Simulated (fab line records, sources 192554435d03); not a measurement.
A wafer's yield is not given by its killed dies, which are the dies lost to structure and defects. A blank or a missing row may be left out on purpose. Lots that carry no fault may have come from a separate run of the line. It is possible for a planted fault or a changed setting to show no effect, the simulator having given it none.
What tool caused it? / flow n5 finfet / 24 lots, 72 wafers sampled, at 6 steps of a route of 1938

== WHAT EACH GAUGE READ, for each wafer ==
N5_BEOL_M11_OVL_MEAS_12.
lot=L074; measured=day 10 12:32; on=overlay-01; M11_OVL (nm)=0.7 -1.5 -1.6
lot=L075; measured=day 10 18:13; on=overlay-01; M11_OVL (nm)=1.4 1.4 0.7
lot=L076; measured=day 11 07:32; on=overlay-01; M11_OVL (nm)=-0.9 -1.1 -0.9
lot=L080; measured=day 11 16:55; on=overlay-02; M11_OVL (nm)=0.0 0.4 -0.1
lot=L077; measured=day 11 17:08; on=overlay-01; M11_OVL (nm)=-0.1 -1.0 -0.3
lot=L079; measured=day 11 17:25; on=overlay-01; M11_OVL (nm)=-0.7 0.1 -1.4
lot=L081; measured=day 11 20:54; on=overlay-02; M11_OVL (nm)=-0.3 0.2 -0.9
lot=L078; measured=day 12 01:12; on=overlay-02; M11_OVL (nm)=-1.6 -1.4 -1.6
lot=L082; measured=day 12 07:10; on=overlay-01; M11_OVL (nm)=1.4 -0.1 -0.1
lot=L083; measured=day 12 15:38; on=overlay-01; M11_OVL (nm)=-1.3 -0.2 -0.3
lot=L084; measured=day 12 22:56; on=overlay-02; M11_OVL (nm)=0.2 -0.6 -0.5
lot=L085; measured=day 13 16:02; on=overlay-01; M11_OVL (nm)=0.9 0.2 -0.6
lot=L087; measured=day 13 17:28; on=overlay-02; M11_OVL (nm)=-0.4 0.2 -1.4
lot=L086; measured=day 14 00:27; on=overlay-01; M11_OVL (nm)=-1.6 -0.8 -0.5
lot=L089; measured=day 14 01:40; on=overlay-01; M11_OVL (nm)=0.1 -0.6 0.3
lot=L091; measured=day 14 04:46; on=overlay-02; M11_OVL (nm)=0.0 -0.5 -0.5
lot=L088; measured=day 14 09:46; on=overlay-01; M11_OVL (nm)=-0.4 -1.2 -0.2
lot=L090; measured=day 14 08:39; on=overlay-01; M11_OVL (nm)=-0.1 0.5 0.2
lot=L093; measured=day 14 15:59; on=overlay-02; M11_OVL (nm)=-0.4 -0.3 -0.8
lot=L092; measured=day 15 13:04; on=overlay-02; M11_OVL (nm)=-0.5 0.8 -0.7
lot=L094; measured=day 15 13:06; on=overlay-01; M11_OVL (nm)=-0.3 -1.2 -0.3
lot=L096; measured=day 16 08:45; on=overlay-02; M11_OVL (nm)=0.2 0.5 0.5
lot=L097; measured=day 16 13:03; on=overlay-01; M11_OVL (nm)=0.3 -0.1 -0.2
lot=L095; measured=day 16 13:01; on=overlay-02; M11_OVL (nm)=-0.4 -1.2 -0.6

N5_BEOL_M11_OCD_MEAS_38.
lot=L074; measured=day 10 14:07; on=ocd-02; trench depth nm (nm)=147.1 146.9 145.7
lot=L075; measured=day 10 21:05; on=ocd-02; trench depth nm (nm)=143.7 143.4 148.9
lot=L076; measured=day 11 12:42; on=ocd-02; trench depth nm (nm)=144.2 143.8 150.1
lot=L080; measured=day 11 20:17; on=ocd-01; trench depth nm (nm)=147.1 147.4 148.4
lot=L077; measured=day 11 20:06; on=ocd-02; trench depth nm (nm)=146.0 142.6 145.8
lot=L079; measured=day 11 20:35; on=ocd-01; trench depth nm (nm)=143.9 145.5 150.5
lot=L081; measured=day 12 01:34; on=ocd-01; trench depth nm (nm)=146.2 145.9 146.3
lot=L078; measured=day 12 03:00; on=ocd-02; trench depth nm (nm)=147.6 146.5 147.7
lot=L082; measured=day 12 10:31; on=ocd-01; trench depth nm (nm)=145.7 148.5 148.4
lot=L083; measured=day 12 18:37; on=ocd-02; trench depth nm (nm)=145.2 146.0 142.2
lot=L084; measured=day 13 02:07; on=ocd-01; trench depth nm (nm)=145.9 150.9 151.4
lot=L085; measured=day 13 17:44; on=ocd-02; trench depth nm (nm)=148.0 145.1 147.8
lot=L087; measured=day 13 20:59; on=ocd-01; trench depth nm (nm)=148.2 146.7 147.3
lot=L086; measured=day 14 04:28; on=ocd-02; trench depth nm (nm)=145.6 144.4 147.4
lot=L089; measured=day 14 04:27; on=ocd-01; trench depth nm (nm)=153.1 146.6 153.8
lot=L091; measured=day 14 07:53; on=ocd-01; trench depth nm (nm)=145.5 146.7 147.6
lot=L088; measured=day 14 12:28; on=ocd-01; trench depth nm (nm)=147.5 147.7 145.6
lot=L090; measured=day 14 10:15; on=ocd-01; trench depth nm (nm)=145.6 147.6 146.6
lot=L093; measured=day 14 17:34; on=ocd-02; trench depth nm (nm)=145.2 149.3 147.0
lot=L092; measured=day 15 14:55; on=ocd-01; trench depth nm (nm)=146.2 143.2 145.8
lot=L094; measured=day 15 16:14; on=ocd-02; trench depth nm (nm)=148.9 148.9 147.2
lot=L096; measured=day 16 12:25; on=ocd-02; trench depth nm (nm)=146.1 151.0 151.3
lot=L097; measured=day 16 14:52; on=ocd-01; trench depth nm (nm)=145.7 148.8 152.7
lot=L095; measured=day 16 14:49; on=ocd-02; trench depth nm (nm)=146.6 145.6 147.0

N5_BEOL_M12_OVL_MEAS_11.
lot=L074; measured=day 10 17:49; on=overlay-01; V11_OVL (nm)=-4 -3 0
lot=L075; measured=day 11 00:28; on=overlay-01; V11_OVL (nm)=-1 -5 -2
lot=L076; measured=day 11 18:20; on=overlay-01; V11_OVL (nm)=2 3 -1
lot=L080; measured=day 11 23:28; on=overlay-01; V11_OVL (nm)=3 11 3
lot=L077; measured=day 11 23:40; on=overlay-01; V11_OVL (nm)=-4 4 6
lot=L079; measured=day 12 01:01; on=overlay-02; V11_OVL (nm)=-11 -17 -4
lot=L081; measured=day 12 04:47; on=overlay-01; V11_OVL (nm)=-6 1 -10
lot=L078; measured=day 12 07:52; on=overlay-02; V11_OVL (nm)=-4 0 -1
lot=L082; measured=day 12 13:50; on=overlay-01; V11_OVL (nm)=-7 -2 1
lot=L083; measured=day 12 21:54; on=overlay-01; V11_OVL (nm)=-10 -17 -9
lot=L084; measured=day 13 05:29; on=overlay-01; V11_OVL (nm)=-3 0 -5
lot=L085; measured=day 13 21:02; on=overlay-02; V11_OVL (nm)=1 -2 7
lot=L087; measured=day 14 00:39; on=overlay-02; V11_OVL (nm)=2 -9 6
lot=L086; measured=day 14 09:24; on=overlay-01; V11_OVL (nm)=-13 -4 -2
lot=L089; measured=day 14 09:14; on=overlay-01; V11_OVL (nm)=-3 0 -1
lot=L091; measured=day 14 11:34; on=overlay-01; V11_OVL (nm)=-9 -5 -9
lot=L088; measured=day 14 16:37; on=overlay-02; V11_OVL (nm)=1 4 -2
lot=L090; measured=day 14 14:21; on=overlay-02; V11_OVL (nm)=3 3 -5
lot=L093; measured=day 14 20:28; on=overlay-01; V11_OVL (nm)=-4 -5 -4
lot=L092; measured=day 15 18:44; on=overlay-02; V11_OVL (nm)=-1 2 1
lot=L094; measured=day 15 19:07; on=overlay-02; V11_OVL (nm)=-5 3 3
lot=L096; measured=day 16 15:12; on=overlay-02; V11_OVL (nm)=-6 -8 -4
lot=L097; measured=day 16 19:07; on=overlay-02; V11_OVL (nm)=-2 -6 -5
lot=L095; measured=day 16 19:17; on=overlay-01; V11_OVL (nm)=-2 3 4

== WHICH TOOL RAN EACH LOT (tool, then ch and the chambers of the sampled wafers, then the start) ==
lot=L074; N5_BEOL_M10_ETCH_41=rie diel-04 ch 0,1,3, day 10 12:32 or earlier; N5_BEOL_M11_ETCH_62=rie diel-01 ch 1,2,3, day 10 12:41; N5_BEOL_M12_ILD_DEP_00=pecvd-01 ch 0,1, day 10 17:12
lot=L075; N5_BEOL_M10_ETCH_41=rie diel-04 ch 0,1,3, day 10 18:13 or earlier; N5_BEOL_M11_ETCH_62=rie diel-02 ch 0,1,3, day 10 18:34; N5_BEOL_M12_ILD_DEP_00=pecvd-01 ch 1,2, day 10 23:52
lot=L076; N5_BEOL_M10_ETCH_41=rie diel-06 ch 0,3, day 11 07:32 or earlier; N5_BEOL_M11_ETCH_62=rie diel-01 ch 0,2, day 11 07:47; N5_BEOL_M12_ILD_DEP_00=pecvd-04 ch 0,1, day 11 17:45
lot=L080; N5_BEOL_M10_ETCH_41=rie diel-04 ch 1,2, day 11 16:55 or earlier; N5_BEOL_M11_ETCH_62=rie diel-01 ch 0,2, day 11 17:05; N5_BEOL_M12_ILD_DEP_00=pecvd-04 ch 1,2, day 11 23:00
lot=L077; N5_BEOL_M10_ETCH_41=rie diel-06 ch 0,3, day 11 17:08 or earlier; N5_BEOL_M11_ETCH_62=rie diel-02 ch 0,1, day 11 17:16; N5_BEOL_M12_ILD_DEP_00=pecvd-04 ch 0,1,2, day 11 23:11
lot=L079; N5_BEOL_M10_ETCH_41=rie diel-05 ch 0,2, day 11 17:25 or earlier; N5_BEOL_M11_ETCH_62=rie diel-01 ch 0,1,3, day 11 17:34; N5_BEOL_M12_ILD_DEP_00=pecvd-02 ch 0,1, day 12 00:25
lot=L081; N5_BEOL_M10_ETCH_41=rie diel-06 ch 0,1,3, day 11 20:54 or earlier; N5_BEOL_M11_ETCH_62=rie diel-02 ch 0,1,3, day 11 21:20; N5_BEOL_M12_ILD_DEP_00=pecvd-04 ch 0,1,2, day 12 04:19
lot=L078; N5_BEOL_M10_ETCH_41=rie diel-06 ch 0,3, day 12 01:12 or earlier; N5_BEOL_M11_ETCH_62=rie diel-01 ch 0,1,3, day 12 01:23; N5_BEOL_M12_ILD_DEP_00=pecvd-04 ch 0,1, day 12 07:16
lot=L082; N5_BEOL_M10_ETCH_41=rie diel-04 ch 0,1, day 12 07:10 or earlier; N5_BEOL_M11_ETCH_62=rie diel-02 ch 1,2,3, day 12 07:31; N5_BEOL_M12_ILD_DEP_00=pecvd-02 ch 0,1, day 12 13:14
lot=L083; N5_BEOL_M10_ETCH_41=rie diel-05 ch 0,1,2, day 12 15:38 or earlier; N5_BEOL_M11_ETCH_62=rie diel-01 ch 0,3, day 12 15:47; N5_BEOL_M12_ILD_DEP_00=pecvd-01 ch 0,1,2, day 12 21:25
lot=L084; N5_BEOL_M10_ETCH_41=rie diel-05 ch 0,1,2, day 12 22:56 or earlier; N5_BEOL_M11_ETCH_62=rie diel-03 ch 1,2,3, day 12 23:05; N5_BEOL_M12_ILD_DEP_00=pecvd-01 ch 0,1, day 13 04:53
lot=L085; N5_BEOL_M10_ETCH_41=rie diel-05 ch 0,2,3, day 13 16:02 or earlier; N5_BEOL_M11_ETCH_62=rie diel-01 ch 0,2,3, day 13 16:11; N5_BEOL_M12_ILD_DEP_00=pecvd-01 ch 0,1,2, day 13 20:27
lot=L087; N5_BEOL_M10_ETCH_41=rie diel-06 ch 1,2, day 13 17:28 or earlier; N5_BEOL_M11_ETCH_62=rie diel-01 ch 0,3, day 13 17:37; N5_BEOL_M12_ILD_DEP_00=pecvd-04 ch 0,1,2, day 14 00:14
lot=L086; N5_BEOL_M10_ETCH_41=rie diel-04 ch 0,1,2, day 14 00:27 or earlier; N5_BEOL_M11_ETCH_62=rie diel-01 ch 0,2,3, day 14 00:35; N5_BEOL_M12_ILD_DEP_00=pecvd-02 ch 0,1, day 14 08:48
lot=L089; N5_BEOL_M10_ETCH_41=rie diel-06 ch 0,1,2, day 14 01:40 or earlier; N5_BEOL_M11_ETCH_62=rie diel-02 ch 0,2,3, day 14 01:49; N5_BEOL_M12_ILD_DEP_00=pecvd-01 ch 0,2, day 14 08:43
lot=L091; N5_BEOL_M10_ETCH_41=rie diel-04 ch 0,1,3, day 14 04:46 or earlier; N5_BEOL_M11_ETCH_62=rie diel-02 ch 0,2,3, day 14 05:20; N5_BEOL_M12_ILD_DEP_00=pecvd-01 ch 0,2, day 14 10:55
lot=L088; N5_BEOL_M10_ETCH_41=rie diel-06 ch 1,2, day 14 09:46 or earlier; N5_BEOL_M11_ETCH_62=rie diel-01 ch 2,3, day 14 09:54; N5_BEOL_M12_ILD_DEP_00=pecvd-02 ch 0,2, day 14 16:09
lot=L090; N5_BEOL_M10_ETCH_41=rie diel-05 ch 0,2,3, day 14 08:39 or earlier; N5_BEOL_M11_ETCH_62=rie diel-02 ch 0,2,3, day 14 08:50; N5_BEOL_M12_ILD_DEP_00=pecvd-01 ch 0,2, day 14 13:43
lot=L093; N5_BEOL_M10_ETCH_41=rie diel-04 ch 0,1, day 14 15:59 or earlier; N5_BEOL_M11_ETCH_62=rie diel-01 ch 0,2, day 14 16:08; N5_BEOL_M12_ILD_DEP_00=pecvd-04 ch 0,1, day 14 19:53
lot=L092; N5_BEOL_M10_ETCH_41=rie diel-06 ch 2,3, day 15 13:04 or earlier; N5_BEOL_M11_ETCH_62=rie diel-02 ch 0,2,3, day 15 13:16; N5_BEOL_M12_ILD_DEP_00=pecvd-01 ch 0,1,2, day 15 18:11
lot=L094; N5_BEOL_M10_ETCH_41=rie diel-05 ch 0,3, day 15 13:06 or earlier; N5_BEOL_M11_ETCH_62=rie diel-03 ch 0,2,3, day 15 13:17; N5_BEOL_M12_ILD_DEP_00=pecvd-01 ch 1,2, day 15 18:32
lot=L096; N5_BEOL_M10_ETCH_41=rie diel-05 ch 1,2, day 16 08:45 or earlier; N5_BEOL_M11_ETCH_62=rie diel-03 ch 1,3, day 16 09:01; N5_BEOL_M12_ILD_DEP_00=pecvd-02 ch 0,1, day 16 14:44
lot=L097; N5_BEOL_M10_ETCH_41=rie diel-06 ch 2,3, day 16 13:03 or earlier; N5_BEOL_M11_ETCH_62=rie diel-03 ch 0,1, day 16 13:28; N5_BEOL_M12_ILD_DEP_00=pecvd-01 ch 0,1,2, day 16 18:32
lot=L095; N5_BEOL_M10_ETCH_41=rie diel-05 ch 0,1,3, day 16 13:01 or earlier; N5_BEOL_M11_ETCH_62=rie diel-02 ch 0,2,3, day 16 13:26; N5_BEOL_M12_ILD_DEP_00=pecvd-04 ch 0,1,2, day 16 18:38
- N5_BEOL_M10_ETCH_41: etches SiCN in CH3F/O2, target depth 42.6 nm, time 86 s.
- N5_BEOL_M11_ETCH_62: etches SOC in N2/H2, target depth 110 nm, overetch 22 nm, time 165 s.
- N5_BEOL_M12_ILD_DEP_00: deposits SiOC from DEMS/O2, target thk 658.92 nm, time 130.7 s.

== WHAT THE TOOLS THEMSELVES READ (means of the sampled wafers that have a number; where no wafer has one, the mark that the record gives instead) ==
N5_BEOL_M10_ETCH_41.
lot=L074; tool=rie diel-04; drypump motor current A (A)=5.6; oes product au (a.u.)=0.77; rf vpp V (V)=297.1; showerhead plenum p Torr (Torr)=2.02; throttle valve pct (%)=16.54
lot=L075; tool=rie diel-04; drypump motor current A (A)=5.6; oes product au (a.u.)=0.76; rf vpp V (V)=297.5; showerhead plenum p Torr (Torr)=2.02; throttle valve pct (%)=16.56
lot=L076; tool=rie diel-06; drypump motor current A (A)=6.0; oes product au (a.u.)=0.94; rf vpp V (V)=297.7; showerhead plenum p Torr (Torr)=1.97; throttle valve pct (%)=16.10
lot=L080; tool=rie diel-04; drypump motor current A (A)=5.5; oes product au (a.u.)=0.78; rf vpp V (V)=298.6; showerhead plenum p Torr (Torr)=2.04; throttle valve pct (%)=16.55
lot=L077; tool=rie diel-06; drypump motor current A (A)=5.5; oes product au (a.u.)=0.91; rf vpp V (V)=296.1; showerhead plenum p Torr (Torr)=1.96; throttle valve pct (%)=16.12
lot=L079; tool=rie diel-05; drypump motor current A (A)=6.0; oes product au (a.u.)=0.73; rf vpp V (V)=296.4; showerhead plenum p Torr (Torr)=1.97; throttle valve pct (%)=16.52
lot=L081; tool=rie diel-06; drypump motor current A (A)=5.7; oes product au (a.u.)=0.85; rf vpp V (V)=296.1; showerhead plenum p Torr (Torr)=1.92; throttle valve pct (%)=16.28
lot=L078; tool=rie diel-06; drypump motor current A (A)=5.5; oes product au (a.u.)=0.89; rf vpp V (V)=296.3; showerhead plenum p Torr (Torr)=1.96; throttle valve pct (%)=16.13
lot=L082; tool=rie diel-04; drypump motor current A (A)=5.9; oes product au (a.u.)=0.76; rf vpp V (V)=298.3; showerhead plenum p Torr (Torr)=2.06; throttle valve pct (%)=16.54
lot=L083; tool=rie diel-05; drypump motor current A (A)=6.1; oes product au (a.u.)=0.73; rf vpp V (V)=296.1; showerhead plenum p Torr (Torr)=1.94; throttle valve pct (%)=16.51
lot=L084; tool=rie diel-05; drypump motor current A (A)=6.1; oes product au (a.u.)=0.73; rf vpp V (V)=297.1; showerhead plenum p Torr (Torr)=1.94; throttle valve pct (%)=16.52
lot=L085; tool=rie diel-05; drypump motor current A (A)=5.9; oes product au (a.u.)=0.73; rf vpp V (V)=296.7; showerhead plenum p Torr (Torr)=1.97; throttle valve pct (%)=16.48
lot=L087; tool=rie diel-06; drypump motor current A (A)=5.6; oes product au (a.u.)=0.80; rf vpp V (V)=296.8; showerhead plenum p Torr (Torr)=1.95; throttle valve pct (%)=16.25
lot=L086; tool=rie diel-04; drypump motor current A (A)=5.6; oes product au (a.u.)=0.72; rf vpp V (V)=297.8; showerhead plenum p Torr (Torr)=2.06; throttle valve pct (%)=16.57
lot=L089; tool=rie diel-06; drypump motor current A (A)=5.9; oes product au (a.u.)=0.82; rf vpp V (V)=295.6; showerhead plenum p Torr (Torr)=1.93; throttle valve pct (%)=16.28
lot=L091; tool=rie diel-04; drypump motor current A (A)=5.6; oes product au (a.u.)=0.73; rf vpp V (V)=297.8; showerhead plenum p Torr (Torr)=2.01; throttle valve pct (%)=16.62
lot=L088; tool=rie diel-06; drypump motor current A (A)=5.6; oes product au (a.u.)=0.80; rf vpp V (V)=296.3; showerhead plenum p Torr (Torr)=1.95; throttle valve pct (%)=16.25
lot=L090; tool=rie diel-05; drypump motor current A (A)=5.9; oes product au (a.u.)=0.73; rf vpp V (V)=297.0; showerhead plenum p Torr (Torr)=1.97; throttle valve pct (%)=16.48
lot=L093; tool=rie diel-04; drypump motor current A (A)=5.9; oes product au (a.u.)=0.75; rf vpp V (V)=298.9; showerhead plenum p Torr (Torr)=2.06; throttle valve pct (%)=16.55
lot=L092; tool=rie diel-06; drypump motor current A (A)=5.3; oes product au (a.u.)=0.83; rf vpp V (V)=296.4; showerhead plenum p Torr (Torr)=1.96; throttle valve pct (%)=16.16
lot=L094; tool=rie diel-05; drypump motor current A (A)=5.6; oes product au (a.u.)=0.70; rf vpp V (V)=296.3; showerhead plenum p Torr (Torr)=1.97; throttle valve pct (%)=16.65
lot=L096; tool=rie diel-05; drypump motor current A (A)=6.2; oes product au (a.u.)=0.89; rf vpp V (V)=298.3; showerhead plenum p Torr (Torr)=2.06; throttle valve pct (%)=16.28
lot=L097; tool=rie diel-06; drypump motor current A (A)=5.4; oes product au (a.u.)=0.82; rf vpp V (V)=297.3; showerhead plenum p Torr (Torr)=1.98; throttle valve pct (%)=16.13
lot=L095; tool=rie diel-05; drypump motor current A (A)=5.7; oes product au (a.u.)=0.88; rf vpp V (V)=297.4; showerhead plenum p Torr (Torr)=2.01; throttle valve pct (%)=16.35

N5_BEOL_M11_ETCH_62.
lot=L074; tool=rie diel-01; drypump motor current A (A)=5.3; oes product au (a.u.)=0.70; rf vpp V (V)=528; showerhead plenum p Torr (Torr)=2.65; throttle valve pct (%)=17.97
lot=L075; tool=rie diel-02; drypump motor current A (A)=5.3; oes product au (a.u.)=0.64; rf vpp V (V)=524; showerhead plenum p Torr (Torr)=2.54; throttle valve pct (%)=17.80
lot=L076; tool=rie diel-01; drypump motor current A (A)=5.3; oes product au (a.u.)=0.69; rf vpp V (V)=528; showerhead plenum p Torr (Torr)=2.68; throttle valve pct (%)=17.85
lot=L080; tool=rie diel-01; drypump motor current A (A)=5.3; oes product au (a.u.)=0.69; rf vpp V (V)=527; showerhead plenum p Torr (Torr)=2.68; throttle valve pct (%)=17.86
lot=L077; tool=rie diel-02; drypump motor current A (A)=5.0; oes product au (a.u.)=0.61; rf vpp V (V)=521; showerhead plenum p Torr (Torr)=2.45; throttle valve pct (%)=17.77
lot=L079; tool=rie diel-01; drypump motor current A (A)=5.7; oes product au (a.u.)=0.64; rf vpp V (V)=527; showerhead plenum p Torr (Torr)=2.62; throttle valve pct (%)=18.09
lot=L081; tool=rie diel-02; drypump motor current A (A)=5.3; oes product au (a.u.)=0.63; rf vpp V (V)=524; showerhead plenum p Torr (Torr)=2.53; throttle valve pct (%)=17.81
lot=L078; tool=rie diel-01; drypump motor current A (A)=5.8; oes product au (a.u.)=0.64; rf vpp V (V)=526; showerhead plenum p Torr (Torr)=2.62; throttle valve pct (%)=18.09
lot=L082; tool=rie diel-02; drypump motor current A (A)=5.5; oes product au (a.u.)=0.64; rf vpp V (V)=522; showerhead plenum p Torr (Torr)=2.46; throttle valve pct (%)=17.77
lot=L083; tool=rie diel-01; drypump motor current A (A)=5.5; oes product au (a.u.)=0.61; rf vpp V (V)=525; showerhead plenum p Torr (Torr)=2.56; throttle valve pct (%)=18.08
lot=L084; tool=rie diel-03; drypump motor current A (A)=5.8; oes product au (a.u.)=0.62; rf vpp V (V)=526; showerhead plenum p Torr (Torr)=2.61; throttle valve pct (%)=17.96
lot=L085; tool=rie diel-01; drypump motor current A (A)=5.4; oes product au (a.u.)=0.65; rf vpp V (V)=526; showerhead plenum p Torr (Torr)=2.61; throttle valve pct (%)=17.99
lot=L087; tool=rie diel-01; drypump motor current A (A)=5.5; oes product au (a.u.)=0.61; rf vpp V (V)=525; showerhead plenum p Torr (Torr)=2.56; throttle valve pct (%)=18.09
lot=L086; tool=rie diel-01; drypump motor current A (A)=5.4; oes product au (a.u.)=0.64; rf vpp V (V)=526; showerhead plenum p Torr (Torr)=2.61; throttle valve pct (%)=17.99
lot=L089; tool=rie diel-02; drypump motor current A (A)=5.7; oes product au (a.u.)=0.65; rf vpp V (V)=523; showerhead plenum p Torr (Torr)=2.51; throttle valve pct (%)=18.04
lot=L091; tool=rie diel-02; drypump motor current A (A)=5.7; oes product au (a.u.)=0.64; rf vpp V (V)=523; showerhead plenum p Torr (Torr)=2.50; throttle valve pct (%)=18.04
lot=L088; tool=rie diel-01; drypump motor current A (A)=4.9; oes product au (a.u.)=0.69; rf vpp V (V)=527; showerhead plenum p Torr (Torr)=2.63; throttle valve pct (%)=17.90
lot=L090; tool=rie diel-02; drypump motor current A (A)=5.6; oes product au (a.u.)=0.64; rf vpp V (V)=523; showerhead plenum p Torr (Torr)=2.50; throttle valve pct (%)=18.04
lot=L093; tool=rie diel-01; drypump motor current A (A)=5.3; oes product au (a.u.)=0.68; rf vpp V (V)=527; showerhead plenum p Torr (Torr)=2.67; throttle valve pct (%)=17.88
lot=L092; tool=rie diel-02; drypump motor current A (A)=5.7; oes product au (a.u.)=0.63; rf vpp V (V)=524; showerhead plenum p Torr (Torr)=2.50; throttle valve pct (%)=18.05
lot=L094; tool=rie diel-03; drypump motor current A (A)=5.9; oes product au (a.u.)=0.61; rf vpp V (V)=525; showerhead plenum p Torr (Torr)=2.59; throttle valve pct (%)=17.96
lot=L096; tool=rie diel-03; drypump motor current A (A)=5.6; oes product au (a.u.)=0.61; rf vpp V (V)=525; showerhead plenum p Torr (Torr)=2.60; throttle valve pct (%)=18.07
lot=L097; tool=rie diel-03; drypump motor current A (A)=5.2; oes product au (a.u.)=0.59; rf vpp V (V)=523; showerhead plenum p Torr (Torr)=2.50; throttle valve pct (%)=18.15
lot=L095; tool=rie diel-02; drypump motor current A (A)=5.7; oes product au (a.u.)=0.63; rf vpp V (V)=523; showerhead plenum p Torr (Torr)=2.49; throttle valve pct (%)=18.07

N5_BEOL_M12_ILD_DEP_00.
lot=L074; tool=pecvd-01; heater power w (W)=569; showerhead plenum p Torr (Torr)=5.693; showerhead vpp V (V)=1305; throttle valve pct (%)=13.1
lot=L075; tool=pecvd-01; heater power w (W)=536; showerhead plenum p Torr (Torr)=5.692; showerhead vpp V (V)=1357; throttle valve pct (%)=12.8
lot=L076; tool=pecvd-04; heater power w (W)=463; showerhead plenum p Torr (Torr)=5.707; showerhead vpp V (V)=1404; throttle valve pct (%)=13.0
lot=L080; tool=pecvd-04; heater power w (W)=450; showerhead plenum p Torr (Torr)=5.704; showerhead vpp V (V)=1413; throttle valve pct (%)=11.5
lot=L077; tool=pecvd-04; heater power w (W)=383; showerhead plenum p Torr (Torr)=5.700; showerhead vpp V (V)=1409; throttle valve pct (%)=12.3
lot=L079; tool=pecvd-02; heater power w (W)=517; showerhead plenum p Torr (Torr)=5.695; showerhead vpp V (V)=1344; throttle valve pct (%)=12.0
lot=L081; tool=pecvd-04; heater power w (W)=420; showerhead plenum p Torr (Torr)=5.696; showerhead vpp V (V)=1419; throttle valve pct (%)=12.3
lot=L078; tool=pecvd-04; heater power w (W)=419; showerhead plenum p Torr (Torr)=5.702; showerhead vpp V (V)=1416; throttle valve pct (%)=13.1
lot=L082; tool=pecvd-02; heater power w (W)=529; showerhead plenum p Torr (Torr)=5.691; showerhead vpp V (V)=1350; throttle valve pct (%)=11.9
lot=L083; tool=pecvd-01; heater power w (W)=549; showerhead plenum p Torr (Torr)=5.684; showerhead vpp V (V)=1348; throttle valve pct (%)=12.3
lot=L084; tool=pecvd-01; heater power w (W)=562; showerhead plenum p Torr (Torr)=5.683; showerhead vpp V (V)=1300; throttle valve pct (%)=12.4
lot=L085; tool=pecvd-01; heater power w (W)=488; showerhead plenum p Torr (Torr)=5.702; showerhead vpp V (V)=1348; throttle valve pct (%)=12.2
lot=L087; tool=pecvd-04; heater power w (W)=423; showerhead plenum p Torr (Torr)=5.707; showerhead vpp V (V)=1411; throttle valve pct (%)=12.5
lot=L086; tool=pecvd-02; heater power w (W)=512; showerhead plenum p Torr (Torr)=5.688; showerhead vpp V (V)=1358; throttle valve pct (%)=11.6
lot=L089; tool=pecvd-01; heater power w (W)=523; showerhead plenum p Torr (Torr)=5.690; showerhead vpp V (V)=1342; throttle valve pct (%)=11.7
lot=L091; tool=pecvd-01; heater power w (W)=516; showerhead plenum p Torr (Torr)=5.690; showerhead vpp V (V)=1398; throttle valve pct (%)=11.8
lot=L088; tool=pecvd-02; heater power w (W)=470; showerhead plenum p Torr (Torr)=5.694; showerhead vpp V (V)=1388; throttle valve pct (%)=11.7
lot=L090; tool=pecvd-01; heater power w (W)=499; showerhead plenum p Torr (Torr)=5.697; showerhead vpp V (V)=1341; throttle valve pct (%)=11.8
lot=L093; tool=pecvd-04; heater power w (W)=460; showerhead plenum p Torr (Torr)=5.713; showerhead vpp V (V)=1408; throttle valve pct (%)=13.0
lot=L092; tool=pecvd-01; heater power w (W)=558; showerhead plenum p Torr (Torr)=5.695; showerhead vpp V (V)=1343; throttle valve pct (%)=12.3
lot=L094; tool=pecvd-01; heater power w (W)=518; showerhead plenum p Torr (Torr)=5.690; showerhead vpp V (V)=1357; throttle valve pct (%)=12.7
lot=L096; tool=pecvd-02; heater power w (W)=541; showerhead plenum p Torr (Torr)=5.692; showerhead vpp V (V)=1357; throttle valve pct (%)=11.9
lot=L097; tool=pecvd-01; heater power w (W)=536; showerhead plenum p Torr (Torr)=5.690; showerhead vpp V (V)=1351; throttle valve pct (%)=12.4
lot=L095; tool=pecvd-04; heater power w (W)=452; showerhead plenum p Torr (Torr)=5.710; showerhead vpp V (V)=1419; throttle valve pct (%)=12.6

== THE ANSWER, worked out from the rows above alone ==
Rule: the lots themselves supply what counts as usual. The widest of any qualifying gaps counts: lots, ordered by their means at a reading, are off when they make up no more than a third of the lots, leave a main group of 4 or more, and stand apart from it by 3 or more times the standard deviation of that group's means. A main group is skipped when, at the precision printed for the reading in the tables above, its means are all equal. A lot without any number at a reading at which 4 lots or more have one is off too. Any other lot the step has rows for is counted as sound. The gauges are gone through in route order, then the tools' own readings, and for those a lot's mean is taken as printed above. The first step at which some lot is off is used, and at that step the reading that is off furthest; a lot without a number counts as furthest.
Across all readings shown, no lot is off: no conclusion can be drawn from this.

== WHAT HAD BEEN PUT IN BY THE SIMULATOR ==
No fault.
